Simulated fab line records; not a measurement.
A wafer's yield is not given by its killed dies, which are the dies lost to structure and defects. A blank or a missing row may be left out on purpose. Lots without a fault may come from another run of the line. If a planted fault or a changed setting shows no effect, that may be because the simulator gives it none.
Chamber matching | flow nandHarc | 4 sister chambers for NHARC_P_GATE_ETCH_104 on rieDiel-03
The step etches the open film in CF4/CHF3, target depth 60 nm. 14 wafers are shown with their chamber, then 7 later ones without.

WAFERS WITH THEIR CHAMBER
wafer  | chamber | drypumpMotorCurrentA (A) | rfVppV (V) | oesProductAu (a.u.)
L681.1 | 0       | 5.0                      | 370.4      | 0.981
L681.4 | 1       | 5.8                      | 366.4      | 0.949
L681.6 | 0       | 4.9                      | 372.0      | 0.982
L683.1 | 1       | 5.8                      | 367.6      | 0.962
L683.2 | 0       | 5.0                      | 373.0      | 0.968
L683.6 | 3       | 6.2                      | 372.1      | 0.958
L685.2 | 3       | 6.2                      | 371.6      | 0.960
L685.3 | 0       | 5.0                      | 371.5      | 0.972
L685.6 | 2       | 5.3                      | 373.4      | 0.936
L686.1 | 3       | 6.2                      | 373.2      | 0.952
L686.2 | 0       | 5.0                      | 370.8      | 0.972
L686.4 | 1       | 5.8                      | 367.2      | 0.974
L691.1 | 2       | 5.3                      | 372.9      | 0.937
L691.2 | 3       | 6.2                      | 373.1      | 0.927

SIGNATURES (averages over the wafers above)
reading              | chamber 0 | chamber 1 | chamber 2 | chamber 3 | scatter within a chamber
drypumpMotorCurrentA | 4.980     | 5.800     | 5.300     | 6.200     | 0.0283
rfVppV               | 371.540   | 367.067   | 373.150   | 372.500   | 0.83
oesProductAu         | 0.97500   | 0.96167   | 0.93650   | 0.94925   | 0.0108
Rule: a wafer lies at a distance from a chamber equal to the root of the sum of squares, over the readings, of (its reading less the chamber's mean, divided by the reading's scatter). If the next closest chamber is less than 2 further off than the closest, the wafer can't be placed; otherwise it belongs to the closest. The scatter is the square root of a quotient: the sum, over the shown wafers, of each reading's squared deviation from its chamber's mean, divided by wafers minus chambers.

WAFERS MISSING THEIR CHAMBER
wafer  | drypumpMotorCurrentA (A) | rfVppV (V) | oesProductAu (a.u.)
L691.5 | 5.8                      | 366.0      | 0.910
L698.2 | 5.8                      | 366.5      | 0.951
L698.3 | 5.3                      | 372.7      | 0.962
L698.6 | 5.3                      | 373.2      | 0.960
L701.1 | 5.3                      | 372.7      | 0.959
L701.5 | 5.0                      | 371.3      | 0.939
L701.6 | 6.3                      | 371.3      | 0.961

CHAMBER TAKEN BY EACH
wafer  | from the rows above | in truth
L691.5 | 1                   | 1
L698.2 | 1                   | 1
L698.3 | 2                   | 2
L698.6 | 2                   | 2
L701.1 | 2                   | 2
L701.5 | 0                   | 0
L701.6 | 3                   | 3
Correctly placed: 7 of 7. From these rows, 0 cannot be placed. Number placed wrongly: 0.
